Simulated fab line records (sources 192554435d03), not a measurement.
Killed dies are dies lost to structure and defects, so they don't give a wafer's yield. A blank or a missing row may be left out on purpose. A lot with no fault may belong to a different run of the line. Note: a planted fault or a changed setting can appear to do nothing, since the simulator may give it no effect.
The same fault as seen by 2 desks + flow n5Finfet + each desk has only its own numbers; what lay behind them comes last

== FROM THE METROLOGY DESK ==
Means of the sampled wafers that have a number, per lot and without regard to the tool the lot ran on: this is what the gauges read. Marked OUT: a lot whose mean sits more than 4 standard deviations from the usual mean, which makes it out of limits; the brackets give that distance.
Columns: A = cdNm at N5_MOL_CONTACT_COAG_CD_MEAS_137, usual 15.8 nm; B = cdNm at N5_MOL_CONTACT_COAG_CD_MEAS_40, usual 25.04 nm; C = VD_OVL at N5_MOL_CONTACT_COAG_OVL_MEAS_41, usual -0.1 nm
| lot  | first seen here | A    | B     | C    |
|------|-----------------|------|-------|------|
| L681 | day 6 03:36     | 15.7 | 25.17 | -0.2 |
| L683 | day 6 18:04     | 16.2 | 25.06 | 0.0  |
| L690 | day 8 10:03     | 15.7 | 25.79 | 1.0  |
| L698 | day 10 08:11    | 16.1 | 25.57 | -0.3 |
| L699 | day 10 16:22    | 15.8 | 24.85 | -1.1 |
| L700 | day 10 20:08    | 16.0 | 24.71 | 0.2  |
This desk's verdict: no lot among the 6 shows anything out of limits.

== AT THE TOOL OWNER'S DESK: euvScanner-01 ==
The tool's own readings at N5_MOL_CONTACT_COAG_EXPOSE_37 (exposes mask VD, defocus 0 nm): means of the sampled wafers that have a number, for each lot that ran on this tool. Marked OUT: a lot whose mean sits more than 4 standard deviations from the usual mean, which makes it out of limits; the brackets give that distance.
Columns: A = exposureDoseMJCm2 at N5_MOL_CONTACT_COAG_EXPOSE_37, usual 62.10; B = reticleTempC at N5_MOL_CONTACT_COAG_EXPOSE_37, usual 22.97 C
| lot  | first seen here | A                | B     |
|------|-----------------|------------------|-------|
| L683 | day 6 18:22     | 62.46            | 22.85 |
| L690 | day 8 10:13     | 65.22 (+12) OUT  | 22.96 |
| L698 | day 10 08:29    | 64.62 (+9.7) OUT | 22.89 |
This desk finds L690, L698 out of limits, L690 being first, at day 8 10:13 (exposureDoseMJCm2 at N5_MOL_CONTACT_COAG_EXPOSE_37). In limits: L683.

== PUT TOGETHER ==
An alarm could have come from the tool owner's desk at day 8 10:13, on L690, L698.
Metrology desk: nothing out of limits seen.
The metrology desk holds a record of L690, L698, inside its limits.
The lots listed all ran N5_MOL_CONTACT_COAG_EXPOSE_37 on euvScanner-01.

== WHAT THE SIMULATOR PUT IN ==
Process parameters drifting: euvScanner-01 at N5_MOL_CONTACT_COAG_EXPOSE_37, beginning at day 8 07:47. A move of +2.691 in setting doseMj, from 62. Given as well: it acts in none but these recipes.
Struck lots among those shown: L690, L698.
Each desk's first reading out of limits, in hours after the fault started: the tool owner's desk, 2.
